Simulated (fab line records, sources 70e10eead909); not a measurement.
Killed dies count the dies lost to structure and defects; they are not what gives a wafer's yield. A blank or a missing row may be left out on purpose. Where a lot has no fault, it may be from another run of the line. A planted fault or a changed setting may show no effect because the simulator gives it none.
Code-filled problem report in 8D (eight disciplines) form | flow nandHarc | the parts of the form that need people (team, actions taken, sign-off) are left out

## 1. WHAT IS WRONG
killedAtArray at NHARC_END_SORT_01 reads a mean of 670 on 2 wafers of 2 lots; wafers without a fault read 56 with a standard deviation of 20. Relative to the usual mean, that is a shift of +31 standard deviations.
First seen on wafer L222.1, day 31 04:50, on prober-02. The record has a number at this step for 33 wafers belonging to 11 lots. Rule for "out" (also "out of limits"): further than 4 standard deviations from the usual mean. All remaining wafers that have a number are taken as sound.

## 2. WHAT IT IS AND WHAT IT IS NOT
question                    | is                        | is not
which readings at this step | killedAtArray, killedDies | killedAtOther, killedOpen, killedShort
which lots                  | L222, L225                | L209, L210, L211, L213, L214, L216, L217, L229, L230
which wafers of those lots  | L222.1, L225.1            | L222.4, L222.6, L225.3, L225.6
read on which gauges        | prober-02                 | prober-01
when                        | from day 31 04:50         | up to then (21 sound wafers); but 10 sound wafers of L222, L225, L229, L230 came after

## 3. THE SUSPECTS, EACH WITH WHAT RULES IT OUT
Counting: a tool at a process step up to the reading stays a suspect if it ran every lot that is out. Sound lots after the first of them don't rule it out here, since some wafers of a struck lot are sound.
- the gauge at NHARC_END_SORT_01: ruled out. All the wafers that are out were read on prober-02, but those of them that NHARC_A_STAIRCASE_TRIM_229 has rows for are out there too, on other tools.
- plasmaAsher-02 at NHARC_A_STAIRCASE_STRIP_205 (strips in O2): kept. Ran every lot that is out, first one L222 (day 22 16:25); last sound lot up to then L216 (day 20 03:22).
- rieDiel-01 at NHARC_A_STAIRCASE_TRIM_222 (chemistry O2, time 211.2 s): kept. Ran every lot that is out, first one L222 (day 22 18:55); last sound lot up to then L217 (day 20 07:10). NHARC_A_STAIRCASE_TRIM_222 gives no start for some lots, so the hours and the order of its lots are those of NHARC_A_STAIRCASE_TRIM_229.
- rieDiel-04 at NHARC_A_STAIRCASE_TRIM_229 (chemistry O2, time 211.2 s): kept. Ran every lot that is out, first one L222 (day 22 18:55); last sound lot up to then L214 (day 19 13:58). Its own readings are out on those wafers: oesProductAu.
- rieDiel-04 at NHARC_A_STAIRCASE_TRIM_233 (chemistry O2, time 211.2 s): kept. Ran every lot that is out, first one L222 (day 31 04:50); last sound lot up to then L214 (day 27 16:04). NHARC_A_STAIRCASE_TRIM_233 gives no start for some lots, so the hours and the order of its lots are those of NHARC_END_SORT_01.
- rieDiel-04, NHARC_A_STAIRCASE_TRIM_229: wafers that are out in chamber 0, sound lot-mates in chambers 2, 3.
- rieDiel-04, NHARC_A_STAIRCASE_TRIM_233: wafers that are out in chamber 3, sound lot-mates in chambers 0, 2.
Left after counting: plasmaAsher-02 at NHARC_A_STAIRCASE_STRIP_205, rieDiel-01 at NHARC_A_STAIRCASE_TRIM_222, rieDiel-04 at NHARC_A_STAIRCASE_TRIM_229, rieDiel-04 at NHARC_A_STAIRCASE_TRIM_233.

## 4. THE CAUSE (what the simulator had put in)
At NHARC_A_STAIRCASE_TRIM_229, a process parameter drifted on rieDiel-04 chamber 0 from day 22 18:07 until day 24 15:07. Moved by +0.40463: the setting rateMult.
After counting, 4 suspects remain, this tool included.

## 5. SEQUENCE OF EFFECTS, ordered by route
Rows list readings where the struck wafers' mean (over those with a number) sits beyond 3 standard deviations from the usual. Only readings whose record carries a usual standard deviation are examined. hours: median over the lots of the time between each lot's start at the first step of this table that gives one and its start at this step. sigmas: the change, counted in usual standard deviations.
hours | step                       | reading       | usual      | on struck wafers | change | sigmas
0     | NHARC_A_STAIRCASE_TRIM_229 | oesProductAu  | 1.001 a.u. | 1.238            | +0.237 | +22
195   | NHARC_END_SORT_01          | killedAtArray | 56         | 670              | +614   | +31
195   | NHARC_END_SORT_01          | killedDies    | 61         | 677              | +616   | +29
Here are the process steps it includes:
- NHARC_A_STAIRCASE_TRIM_229: chemistry O2, time 211.2 s.

## 6. WHAT WOULD HAVE CAUGHT IT SOONER
The first out-of-limits reading at a measuring or inspecting step in this record came at day 31 04:50, 203 hours after the fault's start at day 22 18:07.
At NHARC_A_STAIRCASE_TRIM_229, the tool's own readings (oesProductAu) were out on each struck wafer the step has a row for, so an alarm limit on them would have fired on the first such wafer.
Each of the lots that are out, 2 in all, had begun NHARC_A_STAIRCASE_TRIM_229 on rieDiel-04 no later than day 31 04:50. Tool hold at that time: it would have spared none of them.
